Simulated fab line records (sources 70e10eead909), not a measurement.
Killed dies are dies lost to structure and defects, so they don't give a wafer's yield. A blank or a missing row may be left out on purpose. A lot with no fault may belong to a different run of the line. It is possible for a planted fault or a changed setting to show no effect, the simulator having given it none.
Chamber matching ; flow nandHarc ; NHARC_A_STAIRCASE_DESCUM_11 on rieDiel-02 has 4 sister chambers
The step chemistry O2, time 3 s. 8 wafers are shown with their chamber, then 8 later ones without.

WAFERS, EACH WITH ITS CHAMBER
wafer;chamber;showerheadPlenumPTorr (Torr);drypumpMotorCurrentA (A)
L080.5;3;1.90;6.1
L081.2;2;1.80;6.0
L081.4;0;1.95;5.6
L081.5;1;1.84;5.9
L085.1;3;1.90;6.1
L085.2;1;1.84;6.0
L085.6;2;1.79;6.0
L084.3;0;1.95;5.6

WAFERS WITHOUT THEIR CHAMBER
wafer;showerheadPlenumPTorr (Torr);drypumpMotorCurrentA (A)
L084.4;1.84;6.0
L084.5;1.89;6.1
L087.2;1.83;6.0
L087.4;1.79;6.0
L087.6;1.84;5.9
L095.4;1.83;5.9
L095.5;1.83;5.9
L095.6;1.94;5.6

THE CHAMBER EACH PASSED THROUGH
wafer;from the rows above;in truth
L084.4;1;1
L084.5;3;3
L087.2;1;1
L087.4;2;2
L087.6;1;1
L095.4;1;1
L095.5;1;1
L095.6;0;0
8 of 8 placed correctly. Not placeable from these rows: 0. Wrongly placed: 0.
How it was worked out, from the rows above alone: a wafer's distance from a chamber is the root of the sum, over the readings, of the square of ((its reading less the chamber's mean) divided by the reading's scatter). If the next closest chamber is less than 2 further off than the closest, the wafer can't be placed; otherwise it belongs to the closest. A chamber's mean is the mean of its shown wafers. The scatter: the root of (the sum of the squares of (reading less its chamber's mean) over the shown wafers, divided by (wafers less chambers)).
